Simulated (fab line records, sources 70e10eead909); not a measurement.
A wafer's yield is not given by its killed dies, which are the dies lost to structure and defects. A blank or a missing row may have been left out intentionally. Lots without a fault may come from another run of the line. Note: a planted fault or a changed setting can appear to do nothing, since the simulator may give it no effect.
Chamber matching	flow nand_harc	cmp-03 running NHARC_P_CONTACT_CMP_01: 4 sister chambers
The step polishes SiO2, target thk 200 nm. 14 wafers are shown with their chamber, then 7 later ones without.

## WAFERS PAIRED WITH THEIR CHAMBERS
wafer	chamber	motor_current_A (A)
L074.2	0	12.4
L074.3	3	10.5
L074.4	1	12.6
L075.1	0	12.5
L075.3	1	13.0
L075.4	2	14.4
L077.1	2	14.5
L077.3	3	10.5
L077.5	1	12.6
L079.1	3	10.4
L079.4	1	12.1
L079.5	2	14.5
L086.3	1	13.0
L086.4	2	14.5

SIGNATURES (averages over the wafers above)
reading	chamber 0	chamber 1	chamber 2	chamber 3	scatter within a chamber
motor_current_A	12.450	12.660	14.475	10.467	0.239
Rule: distance of a wafer from a chamber = root of the sum over the readings of ((wafer's reading minus chamber's mean) / reading's scatter) squared. If the next closest chamber is less than 2 further off than the closest, the wafer can't be placed; otherwise it belongs to the closest. The scatter: the root of (the sum of the squares of (reading less its chamber's mean) over the shown wafers, divided by (wafers less chambers)).

## WAFERS WITH NO CHAMBER GIVEN
wafer	motor_current_A (A)
L086.6	12.7
L090.1	12.7
L090.3	12.2
L090.4	14.6
L096.1	14.4
L096.3	12.6
L096.5	13.9

## WHICH CHAMBER EACH WENT THROUGH
wafer	from the rows above	in truth
L086.6	can't be placed: 1 or 0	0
L090.1	can't be placed: 1 or 0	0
L090.3	can't be placed: 0 or 1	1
L090.4	2	2
L096.1	2	2
L096.3	can't be placed: 1 or 0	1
L096.5	2	2
Placed correctly: 3 of 7. Not placeable from these rows: 4 (in 4, the candidates include the true chamber). Number placed wrongly: 0.
